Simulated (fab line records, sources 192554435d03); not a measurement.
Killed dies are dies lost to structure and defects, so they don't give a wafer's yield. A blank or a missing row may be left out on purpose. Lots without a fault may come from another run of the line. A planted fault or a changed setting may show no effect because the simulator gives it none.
Chamber matching | flow n5_finfet | N5_BEOL_M14_ETCH_59 on rie_diel-04: 4 sister chambers
The step etches BARC in N2/H2, target depth 89 nm, overetch 26.7 nm, time 67.9 s. 8 wafers are shown with their chamber, then 8 later ones without.

WAFERS WITH THEIR CHAMBER
wafer  | chamber | drypump_motor_current_A (A) | showerhead_plenum_p_Torr (Torr)
L077.5 | 1       | 6.6                         | 2.46
L086.2 | 2       | 5.4                         | 2.60
L086.3 | 0       | 5.9                         | 2.58
L086.4 | 3       | 5.2                         | 2.50
L085.1 | 3       | 5.2                         | 2.50
L085.4 | 2       | 5.4                         | 2.60
L085.5 | 1       | 6.6                         | 2.45
L088.2 | 0       | 5.8                         | 2.58

WAFERS WITHOUT THEIR CHAMBER
wafer  | drypump_motor_current_A (A) | showerhead_plenum_p_Torr (Torr)
L088.4 | 5.4                         | 2.60
L088.6 | 5.2                         | 2.50
L089.2 | 5.2                         | 2.50
L089.3 | 5.9                         | 2.58
L089.6 | 5.4                         | 2.60
L090.4 | 6.6                         | 2.45
L090.5 | 5.8                         | 2.58
L090.6 | 5.2                         | 2.49

WHICH CHAMBER EACH WENT THROUGH
wafer  | from the rows above | in truth
L088.4 | 2                   | 2
L088.6 | 3                   | 3
L089.2 | 3                   | 3
L089.3 | 0                   | 0
L089.6 | 2                   | 2
L090.4 | 1                   | 1
L090.5 | 0                   | 0
L090.6 | 3                   | 3
Placed correctly: 8 of 8. Can't be placed from these rows: 0. Placed wrongly: 0.
How it was worked out, from the rows above alone: a wafer's distance from a chamber is the root of the sum, over the readings, of the square of ((its reading less the chamber's mean) divided by the reading's scatter). The wafer belongs to the nearest chamber; if the next one is less than 2 further off, it can't be placed. A chamber's mean is the mean of its shown wafers. The scatter: the root of (the sum of the squares of (reading less its chamber's mean) over the shown wafers, divided by (wafers less chambers)).
